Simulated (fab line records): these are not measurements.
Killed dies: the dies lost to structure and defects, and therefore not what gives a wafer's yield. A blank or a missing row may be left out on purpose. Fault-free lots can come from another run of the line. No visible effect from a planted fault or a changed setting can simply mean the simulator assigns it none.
fab line records | flow nandHarc
[record] lots = 12 | wafers = 36 | lastDay = 25
route steps=1159 shown A_CHANNEL_HOLE_D1@450 THIN_TSV@1127 END@1158
lots that met no fault: taken from a fault-free run of the same line
startH: hours from the record's opening day to when the first of the lot's shown wafers began | waitH: how many hours have passed since the lot's step before this one | " unchanged from the row above | L1.1+2: one row covering several wafers at once | - either no value or no given start | * or withheld: withheld | < > ~ a bound
route shown NAME@n: names a module that has steps shown in the file, with the first one's number in the route | usual: mean/standard deviation taken from wafers without a fault | same: alike in all rows | chamber/n: place in a boat | sites: per-site readings | _std_site: how widely they spread, as a standard deviation | _edge_site: outer sites' mean less inner sites' | radiusMm: how far each site lies from the wafer's centre | mask NAME#n: copy n | behind: the most recent tool/chamber to have shaped the wafer | hold: cause of the lot's hold/its duration in hours/its outcome | device: transistor that didn't switch, given as n, p or np | end of line: at the end of the route, the tests of the same wafers | for a step that has no rows: nothing shown but its recipe | killed: count of dies lost to structure and defects at first sort (not the wafer's yield) | map: per-die view of a wafer (x killed, . not killed, _ where there is no die)
set.NAME: the setting as run; set.NAME@STEP: as run at that earlier step | model.NAME: the simulator's own value behind a step, which no gauge read
one table for each step of the route and one row for each wafer, over a sample of lots
services: from which hour (startH, from the record's first day; less than 0 if before it) a tool's chamber was out of use, for how many hours, and why
[[steps]]
[step NHARC_A_CHANNEL_HOLE_D1_DEP_00]
[recipe] targetThkA = 31000 | tempC = 400 | material = aC
[usual] throttleValvePct = 35.000/0.0092
lot.wafer | tool      | chamber | startH | waitH | throttleValvePct
L405.2    | aclDep-01 | 0       | 169.45 | 1.4   | 35.001
L405.4    | "         | 0       | "      | "     | 35.000
L405.5    | "         | 0       | "      | "     | 34.998
L407.1    | aclDep-01 | 0       | 183.40 | 0.3   | 35.004
L407.4    | "         | 0       | "      | "     | 34.988
L407.6    | "         | 0       | "      | "     | 34.993
L408.1    | aclDep-01 | 0       | 193.48 | 0.1   | 35.016
L408.3    | "         | 0       | "      | "     | 35.009
L408.5    | "         | 0       | "      | "     | 34.992
L410.3    | aclDep-01 | 0       | 207.60 | 2.0   | 35.000
L410.4    | "         | 0       | "      | "     | 35.018
L410.5    | "         | 0       | "      | "     | 34.995
L412.2    | aclDep-02 | 0       | 214.03 | 0.4   | 34.991
L412.3    | "         | 0       | "      | "     | 35.007
L412.5    | "         | 0       | "      | "     | 34.987
L411.2    | aclDep-01 | 0       | 214.77 | 0.9   | 35.002
L411.3    | "         | 0       | "      | "     | 35.005
L411.5    | "         | 0       | "      | "     | 35.002
L420.2    | aclDep-02 | 0       | 263.55 | 1.5   | 35.002
L420.3    | "         | 0       | "      | "     | 35.007
L420.4    | "         | 0       | "      | "     | 35.001
L422.1    | aclDep-03 | 0       | 278.62 | 0.1   | 35.014
L422.3    | "         | 0       | "      | "     | 35.015
L422.5    | "         | 0       | "      | "     | 35.001
L421.1    | aclDep-01 | 0       | 278.92 | 0.1   | 34.990
L421.2    | "         | 0       | "      | "     | 35.008
L421.6    | "         | 0       | 280.51 | 1.7   | 34.995
L424.2    | aclDep-03 | 0       | 306.13 | 4.1   | 34.993
L424.3    | "         | 0       | "      | "     | 35.017
L424.4    | "         | 0       | "      | "     | 35.013
L426.1    | aclDep-01 | 0       | 306.16 | 3.8   | 35.004
L426.3    | "         | 0       | "      | "     | 34.994
L426.4    | "         | 0       | "      | "     | 34.998
L427.3    | aclDep-01 | 0       | 325.33 | 1.7   | 35.008
L427.4    | "         | 0       | "      | "     | 35.007
L427.6    | "         | 0       | "      | "     | 35.006
[step NHARC_THIN_TSV_DEGAS_49]
[recipe] tempC = 300 | timeS = 120
[usual] heaterPowerW = 450/29
lot.wafer | tool          | chamber | startH | waitH | heaterPowerW
L405.4    | pvdSputter-02 | -       | 423.87 | 0.1   | 438
L405.2    | "             | -       | "      | "     | 443
L405.5    | "             | -       | "      | "     | 442
L407.4    | pvdSputter-01 | -       | 448.23 | 0.1   | 500
L407.1    | "             | -       | "      | "     | 425
L407.6    | "             | -       | "      | "     | 458
L408.3    | pvdSputter-03 | -       | 450.80 | 0.1   | 431
L408.1    | "             | -       | "      | "     | 389
L408.5    | "             | -       | "      | "     | 438
L410.3    | pvdSputter-02 | -       | 456.94 | 0.1   | 428
L410.5    | "             | -       | "      | "     | 449
L412.2    | pvdSputter-01 | -       | 468.89 | 0.2   | 471
L412.3    | "             | -       | "      | "     | 509
L412.5    | "             | -       | "      | "     | 470
L411.3    | pvdSputter-03 | -       | 477.61 | 0.1   | 491
L411.5    | "             | -       | "      | "     | 460
L420.4    | pvdSputter-02 | -       | 507.52 | 0.1   | 449
L420.3    | "             | -       | "      | "     | 435
L420.2    | "             | -       | "      | "     | 486
L422.1    | pvdSputter-01 | -       | 532.29 | 0.1   | 494
L422.3    | "             | -       | "      | "     | 429
L422.5    | "             | -       | "      | "     | 452
L421.2    | pvdSputter-02 | -       | 533.47 | 0.1   | 453
L421.1    | "             | -       | "      | "     | 436
L421.6    | "             | -       | "      | "     | 439
L426.1    | pvdSputter-03 | -       | 558.87 | 0.1   | 451
L426.4    | "             | -       | "      | "     | 408
L426.3    | "             | -       | "      | "     | 437
L424.3    | pvdSputter-01 | -       | 560.08 | 0.1   | 426
L424.2    | "             | -       | "      | "     | 439
L424.4    | "             | -       | "      | "     | 477
L427.3    | pvdSputter-01 | -       | 569.35 | 0.1   | 470
L427.4    | "             | -       | "      | "     | 499
L427.6    | "             | -       | "      | "     | 451
[step NHARC_THIN_TSV_ETCH_59]
[recipe] targetDepthA = 8800 | icpW = 900 | biasW = 100 | Cl2_flow_sccm = 60 | bcl3FlowSccm = 30 | timeS = 138.1 | chemistry = Cl2/BCl3
[usual] drypumpMotorCurrentA = 5.7/0.31 | mfcCl2Sccm = 60.01/0.17 | oesProductAu = 0.998/0.014 | throttleValvePct = 22.265/0.0097
lot.wafer | tool        | chamber | startH | waitH | drypumpMotorCurrentA | mfcCl2Sccm | oesProductAu | rfHoursCounterH | throttleValvePct
L405.2    | rieMetal-02 | 0       | 427.30 | 0.1   | 5.6                  | 60.02      | 1.001        | 1.0             | 22.263
L405.4    | "           | 1       | "      | "     | 6.2                  | 60.25      | 0.968        | -               | 22.278
L405.5    | "           | 0       | "      | "     | 5.6                  | 60.01      | 1.016        | -               | 22.273
L407.1    | rieMetal-02 | 0       | 451.63 | 0.1   | 5.6                  | 59.63      | 0.992        | 1.5             | 22.310
L407.4    | "           | 0       | "      | "     | 5.6                  | 59.74      | 0.993        | -               | 22.268
L407.6    | "           | 1       | "      | "     | 6.2                  | 60.18      | 0.971        | -               | 22.253
L408.1    | rieMetal-02 | 1       | 454.30 | 0.1   | 6.1                  | 59.97      | 0.985        | 1.7             | 22.269
L408.3    | "           | 0       | "      | "     | 5.6                  | 60.07      | 0.988        | -               | 22.260
L408.5    | "           | 1       | "      | "     | 6.1                  | 59.94      | 0.975        | -               | 22.265
L410.3    | rieMetal-02 | 0       | 460.54 | 0.2   | 5.6                  | 60.10      | 0.999        | -               | 22.270
L410.5    | "           | 1       | "      | "     | 6.1                  | 60.37      | 0.983        | -               | 22.276
L412.2    | rieMetal-03 | 0       | 472.40 | 0.1   | 6.1                  | 60.17      | 1.000        | 0.2             | 22.264
L412.3    | "           | 1       | "      | "     | 5.4                  | 60.16      | 0.990        | -               | 22.254
L412.5    | "           | 1       | "      | "     | 5.4                  | 60.03      | 1.000        | -               | 22.272
L411.3    | rieMetal-03 | 0       | 481.03 | 0.2   | 6.1                  | 60.12      | 1.008        | -               | 22.263
L411.5    | "           | 1       | "      | "     | 5.4                  | 59.92      | 1.006        | -               | 22.273
L420.2    | rieMetal-02 | 0       | 511.14 | 0.1   | 5.6                  | 60.14      | 1.008        | 3.5             | 22.263
L420.4    | "           | 1       | "      | "     | 6.1                  | 60.05      | 0.980        | -               | 22.244
L420.3    | "           | 0       | "      | "     | 5.6                  | 60.03      | 1.002        | -               | 22.283
L422.1    | rieMetal-02 | 1       | 535.59 | 0.1   | 6.1                  | 60.02      | 0.980        | 4.5             | 22.260
L422.3    | "           | 1       | "      | "     | 6.1                  | 59.88      | 0.993        | -               | 22.258
L422.5    | "           | 1       | "      | "     | 6.1                  | 59.83      | 1.000        | -               | 22.267
L421.1    | rieMetal-01 | 0       | 537.02 | 0.1   | 5.4                  | 59.86      | 1.009        | 0.4             | 22.268
L421.2    | "           | 1       | "      | "     | 5.6                  | 60.01      | 0.986        | 0.4             | 22.266
L421.6    | "           | 1       | "      | "     | 5.6                  | 59.99      | 0.987        | -               | 22.255
L426.1    | rieMetal-02 | 0       | 562.34 | 0.2   | 5.6                  | 59.74      | 1.027        | 5.0             | 22.261
L426.4    | "           | 1       | "      | "     | 6.1                  | 59.78      | 0.988        | -               | 22.268
L426.3    | "           | 0       | "      | "     | 5.6                  | 59.91      | 1.021        | -               | 22.259
L424.2    | rieMetal-03 | 1       | 563.39 | 0.1   | 5.4                  | 59.59      | 1.010        | 2.8             | 22.271
L424.3    | "           | 1       | "      | "     | 5.4                  | 59.95      | 1.011        | -               | 22.253
L424.4    | "           | 0       | "      | "     | 6.1                  | 59.84      | 1.005        | -               | 22.274
L427.3    | rieMetal-03 | 1       | 573.00 | 0.1   | 5.4                  | 59.96      | 1.022        | -               | 22.274
L427.4    | "           | 0       | "      | "     | 6.1                  | 59.80      | 1.017        | -               | 22.266
L427.6    | "           | 0       | "      | "     | 6.1                  | 59.91      | 1.012        | -               | 22.259
[step NHARC_END_WLT_00]
[usual] VT_DECK1_BOTTOM = 0.871/0.0091 | VT_DECK1_BOTTOM_INNER = 0.870/0.0087 | VT_DECK1_MEDIAN_NEAR_BOTTOM = 0.873/0.009 | VT_DECK1_MEDIAN_NEAR_BOTTOM_INNER = 0.872/0.0087 | VT_DECK1_MIDDLE = 0.884/0.0084 | VT_DECK1_MIDDLE_INNER = 0.884/0.008 | VT_DECK1_TOP = 0.897/0.009 | VT_DECK1_TOP_INNER = 0.895/0.0083
lot.wafer | tool      | chamber | startH | waitH | VT_DECK1_BOTTOM | VT_DECK1_BOTTOM_INNER | VT_DECK1_MEDIAN_NEAR_BOTTOM | VT_DECK1_MEDIAN_NEAR_BOTTOM_INNER | VT_DECK1_MIDDLE | VT_DECK1_MIDDLE_INNER | VT_DECK1_TOP | VT_DECK1_TOP_INNER
L405.2    | prober-01 | -       | 442.32 | 8.3   | 0.877           | 0.883                 | 0.886                       | 0.877                             | 0.891           | 0.893                 | 0.908        | 0.916
L405.4    | "         | -       | "      | "     | 0.887           | 0.884                 | 0.880                       | 0.883                             | 0.888           | 0.907                 | 0.903        | 0.902
L405.5    | "         | -       | "      | "     | 0.869           | 0.876                 | 0.875                       | 0.870                             | 0.885           | 0.885                 | 0.907        | 0.905
L407.1    | prober-01 | -       | 459.37 | 0.1   | 0.866           | 0.869                 | 0.865                       | 0.866                             | 0.885           | 0.880                 | 0.891        | 0.891
L407.4    | "         | -       | 460.88 | 1.6   | 0.868           | 0.861                 | 0.865                       | 0.858                             | 0.874           | 0.871                 | 0.893        | 0.888
L407.6    | "         | -       | 461.88 | 2.6   | 0.855           | 0.858                 | 0.863                       | 0.864                             | 0.874           | 0.869                 | 0.898        | 0.885
L408.1    | prober-02 | -       | 459.38 | 0.1   | 0.861           | 0.854                 | 0.854                       | 0.858                             | 0.865           | 0.867                 | 0.877        | 0.877
L408.3    | "         | -       | "      | "     | 0.854           | 0.853                 | 0.864                       | 0.858                             | 0.873           | 0.866                 | 0.883        | 0.871
L408.5    | "         | -       | "      | "     | 0.860           | 0.863                 | 0.858                       | 0.864                             | 0.861           | 0.870                 | 0.871        | 0.884
L410.3    | prober-01 | -       | 468.24 | 1.6   | 0.872           | 0.872                 | 0.870                       | 0.880                             | 0.884           | 0.886                 | 0.896        | 0.892
L410.5    | "         | -       | 469.25 | 2.6   | 0.869           | 0.864                 | 0.867                       | 0.868                             | 0.881           | 0.888                 | 0.895        | 0.887
L412.2    | prober-02 | -       | 483.19 | 6.2   | 0.887           | 0.874                 | 0.888                       | 0.886                             | 0.894           | 0.895                 | 0.898        | 0.907
L412.3    | "         | -       | "      | "     | 0.886           | 0.884                 | 0.875                       | 0.879                             | 0.898           | 0.894                 | 0.904        | 0.905
L412.5    | "         | -       | 484.69 | 7.7   | 0.877           | 0.885                 | 0.881                       | 0.885                             | 0.898           | 0.889                 | 0.905        | 0.910
L411.3    | prober-02 | -       | 491.48 | 4.7   | 0.869           | 0.863                 | 0.875                       | 0.873                             | 0.881           | 0.880                 | 0.900        | 0.901
L411.5    | "         | -       | "      | "     | 0.861           | 0.871                 | 0.868                       | 0.872                             | 0.886           | 0.890                 | 0.896        | 0.894
L420.2    | prober-01 | -       | 519.64 | 0.5   | 0.864           | 0.872                 | 0.863                       | 0.860                             | 0.878           | 0.879                 | 0.888        | 0.878
L420.3    | "         | -       | "      | "     | 0.867           | 0.874                 | 0.882                       | 0.868                             | 0.873           | 0.871                 | 0.893        | 0.885
L420.4    | "         | -       | "      | "     | 0.860           | 0.868                 | 0.863                       | 0.858                             | 0.879           | 0.878                 | 0.893        | 0.891
L421.1    | prober-01 | -       | 540.95 | 0.0   | 0.867           | 0.856                 | 0.863                       | 0.869                             | 0.885           | 0.878                 | 0.894        | 0.890
L421.2    | "         | -       | "      | "     | 0.871           | 0.859                 | 0.872                       | 0.872                             | 0.890           | 0.885                 | 0.894        | 0.890
L421.6    | "         | -       | 543.44 | 2.5   | 0.876           | 0.871                 | 0.871                       | 0.866                             | 0.896           | 0.888                 | 0.891        | 0.895
L422.1    | prober-02 | -       | 540.97 | 0.1   | 0.873           | 0.872                 | 0.878                       | 0.881                             | 0.888           | 0.886                 | 0.909        | 0.906
L422.3    | "         | -       | "      | "     | 0.870           | 0.875                 | 0.879                       | 0.875                             | 0.882           | 0.890                 | 0.903        | 0.906
L422.5    | "         | -       | "      | "     | 0.884           | 0.878                 | 0.876                       | 0.882                             | 0.894           | 0.900                 | 0.905        | 0.898
L426.1    | prober-02 | -       | 567.78 | 0.1   | 0.854           | 0.866                 | 0.865                       | 0.869                             | 0.874           | 0.873                 | 0.887        | 0.889
L426.3    | "         | -       | 568.78 | 1.1   | 0.862           | 0.862                 | 0.856                       | 0.865                             | 0.880           | 0.874                 | 0.890        | 0.891
L426.4    | "         | -       | "      | "     | 0.869           | 0.872                 | 0.875                       | 0.866                             | 0.889           | 0.883                 | 0.891        | 0.887
L424.2    | prober-01 | -       | 568.27 | 0.6   | 0.858           | 0.859                 | 0.860                       | 0.865                             | 0.881           | 0.881                 | 0.887        | 0.891
L424.3    | "         | -       | "      | "     | 0.869           | 0.866                 | 0.872                       | 0.858                             | 0.887           | 0.877                 | 0.892        | 0.890
L424.4    | "         | -       | "      | "     | 0.853           | 0.863                 | 0.859                       | 0.856                             | 0.871           | 0.875                 | 0.887        | 0.892
L427.3    | prober-02 | -       | 584.33 | 5.8   | 0.874           | 0.873                 | 0.868                       | 0.869                             | 0.879           | 0.882                 | 0.890        | 0.897
L427.4    | "         | -       | "      | "     | 0.879           | 0.872                 | 0.875                       | 0.867                             | 0.882           | 0.884                 | 0.895        | 0.898
L427.6    | "         | -       | 585.85 | 7.3   | 0.877           | 0.874                 | 0.878                       | 0.875                             | 0.888           | 0.889                 | 0.904        | 0.895
[step NHARC_END_SORT_01]
[recipe] tempC = 25
[usual] killedAtArray = 27/10 | killedAtOther = 0.6/0.83 | killedAtPeriphery = 2.4/1.8 | killedDies = 30/10 | killedOpen = 3.3/1.7 | killedShort = 1.8/1.4
[same] grossDies = 677
lot.wafer | tool      | chamber | startH | waitH | killedAtArray | killedAtOther | killedAtPeriphery | killedDies | killedOpen | killedShort
L410.3    | prober-01 | 0       | 471.86 | 3.1   | 39            | 0             | 1                 | 40         | 3          | 0
L410.4    | prober-01 | 0       | 472.66 | 3.4   | 675           | 0             | 2                 | 677        | 3          | 2
L410.5    | prober-01 | 0       | 473.46 | 3.7   | 32            | 1             | 0                 | 33         | 2          | 2
L411.2    | prober-02 | 0       | 494.26 | 2.8   | 671           | 2             | 4                 | 677        | 2          | 0
L411.3    | prober-02 | 0       | 495.06 | 3.1   | 10            | 0             | 4                 | 14         | 2          | 3
L411.5    | prober-02 | 0       | 496.66 | 3.7   | 11            | 0             | 4                 | 15         | 3          | 1
L420.2    | prober-01 | 0       | 522.95 | 2.8   | 39            | 0             | 0                 | 39         | 1          | 2
L420.3    | prober-01 | 0       | 523.75 | 3.1   | 37            | 0             | 0                 | 37         | 3          | 5
L420.4    | prober-01 | 0       | 524.55 | 3.4   | 35            | 1             | 0                 | 36         | 2          | 3
// killed by level:class
L410.3 A_CHANNEL_HOLE_D1:chamberFilmFlake=17 A_SLIT:chamberFilmFlake=13 A_STAIRCASE:chamberFilmFlake=3 A_CONTACT:chamberFilmFlake=3 P_GATE:geometricParticle:open=1 A_CHANNEL_FILL_D1:geometricParticle:open=1 A_SGD_CUT:geometricParticle:open=1 A_CHANNEL_FILL_D1:chamberFilmFlake=1
L410.4 A_CHANNEL_HOLE_D1:areaDep=641 A_CHANNEL_HOLE_D1:chamberFilmFlake=12 A_SLIT:chamberFilmFlake=11 A_CONTACT:chamberFilmFlake=3 A_STAIRCASE:chamberFilmFlake=2 P_CONTACT:geometricParticle:open=1 A_ONON_D1:geometricParticle:open=1 A_CHANNEL_FILL_D1:geometricParticle:short=1
L410.5 A_CHANNEL_HOLE_D1:chamberFilmFlake=14 A_SLIT:chamberFilmFlake=9 A_ZERO_WELL:chamberFilmFlake=2 A_CONTACT:chamberFilmFlake=2 A_SOURCE_PLATE:geometricParticle:open=1 A_ONON_D1:geometricParticle:short=1 A_ONON_D1:geometricParticle:open=1 A_SGD_CUT:geometricParticle:short=1
L411.2 A_CHANNEL_HOLE_D1:areaDep=662 A_CHANNEL_HOLE_D1:chamberFilmFlake=4 P_GATE:chamberFilmFlake=2 A_STAIRCASE:chamberFilmFlake=2 A_CONTACT:chamberFilmFlake=2 THIN_TSV:chamberFilmFlake=2 P_GATE:geometricParticle:open=1 A_BLC:geometricParticle:open=1
L411.3 A_CONTACT:chamberFilmFlake=4 A_ONON_D1:geometricParticle:short=2 P_BONDPAD:chamberFilmFlake=2 P_GATE:geometricParticle:open=1 A_M0:geometricParticle:open=1 A_M0:geometricParticle:short=1 P_STI:chamberFilmFlake=1 A_CHANNEL_HOLE_D1:chamberFilmFlake=1
L411.5 A_CHANNEL_HOLE_D1:chamberFilmFlake=3 A_STAIRCASE:chamberFilmFlake=3 P_STI:chamberFilmFlake=2 A_SLIT:chamberFilmFlake=2 P_CONTACT:geometricParticle:short=1 P_M2:geometricParticle:open=1 A_CONTACT:geometricParticle:open=1 A_ZERO_WELL:chamberFilmFlake=1
L420.2 A_SLIT:chamberFilmFlake=16 A_CHANNEL_HOLE_D1:chamberFilmFlake=6 A_STAIRCASE:chamberFilmFlake=5 A_SGD_CUT:chamberFilmFlake=3 A_CONTACT:chamberFilmFlake=3 A_ZERO_WELL:chamberFilmFlake=2 A_SLIT:geometricParticle:short=1 A_WL_FILL:geometricParticle:short=1
L420.3 A_SLIT:chamberFilmFlake=12 A_SGD_CUT:chamberFilmFlake=5 A_CONTACT:chamberFilmFlake=5 A_CHANNEL_HOLE_D1:chamberFilmFlake=4 A_CONTACT:geometricParticle:open=2 A_ZERO_WELL:chamberFilmFlake=2 A_ONON_D1:geometricParticle:short=1 A_CHANNEL_FILL_D1:geometricParticle:short=1
L420.4 A_SLIT:chamberFilmFlake=19 A_STAIRCASE:chamberFilmFlake=7 A_CHANNEL_HOLE_D1:chamberFilmFlake=2 A_SGD_CUT:chamberFilmFlake=2 A_ONON_D1:geometricParticle:short=1 A_WL_FILL:geometricParticle:short=1 A_WL_FILL:geometricParticle:open=1 A_M1:geometricParticle:short=1
[[services]]
tool          | chamber | startH | hours | kind
pvdSputter-01 | -       | 158.00 | 10.0  | pm
rieMetal-03   | -       | 158.44 | 0.2   | repair
rieMetal-02   | -       | 211.00 | 9.0   | pm
pvdSputter-02 | -       | 214.00 | 10.0  | pm
rieMetal-03   | 1       | 233.41 | 14.5  | repair
pvdSputter-02 | -       | 259.86 | 11.5  | repair
pvdSputter-01 | -       | 265.69 | 5.6   | repair
pvdSputter-03 | -       | 273.65 | 14.9  | repair
rieMetal-03   | -       | 276.00 | 9.0   | pm
rieMetal-02   | 1       | 282.35 | 21.7  | repair
aclDep-01     | -       | 293.16 | 13.0  | pm
pvdSputter-02 | -       | 311.53 | 2.9   | repair
rieMetal-03   | 0       | 327.69 | 3.8   | repair
pvdSputter-01 | -       | 336.00 | 10.0  | pm
rieMetal-02   | -       | 388.00 | 9.0   | pm
pvdSputter-02 | -       | 392.00 | 10.0  | pm
pvdSputter-03 | -       | 421.89 | 1.1   | repair
rieMetal-03   | -       | 453.08 | 9.0   | pm
aclDep-01     | -       | 474.92 | 13.0  | pm
pvdSputter-01 | -       | 477.52 | 1.4   | repair
pvdSputter-01 | -       | 514.00 | 10.0  | pm
pvdSputter-02 | -       | 550.83 | 0.5   | repair
rieMetal-02   | -       | 565.00 | 9.0   | pm
pvdSputter-02 | -       | 570.00 | 10.0  | pm
[[key]]
[firstSign] step = NHARC_END_SORT_01 | reading = killedAtArray | direction = up | sigmas = 63 | usual = 27 | struck = 673
[effect] step = NHARC_END_SORT_01 | reading = killedDies | direction = up | sigmas = 63 | usual = 30 | struck = 677
[moreKillsBornAt] NHARC_A_CHANNEL_HOLE_D1_DEP_00@aclDep-01 = 1303
metAt NHARC_A_CHANNEL_HOLE_D1_DEP_00
struckLots L410,L411
struckWafers L410.4,L411.2
laterRowsLeftOut L410.4,L411.2
testerLeftOut L410,L411
notActingAt NHARC_THIN_TSV_DEGAS_49,NHARC_THIN_TSV_ETCH_59,NHARC_END_WLT_00
onsetBetween 193.48 207.60
[fault] kind = processParameterDrift | tool = aclDep-01 | chamber = - | onsetH = 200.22 | steps = NHARC_A_CHANNEL_HOLE_D1_DEP_00 | channel = targetThkA | offset = * | shape = step | endH = 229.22 | scope = struckWafersOnly | actsIn = * | stated = *
// testerLeftOut: of these lots the tester's yield and bins aren't shown, on N5 and GAA mostly nor the transistor test; their killed dies are dies lost to structure and defects alone, not to doping, threshold or leakage, so they don't give the yield
// laterRowsLeftOut: the simulator's readings of these wafers behind a module that went badly wrong aren't trusted and aren't shown, but for the sort
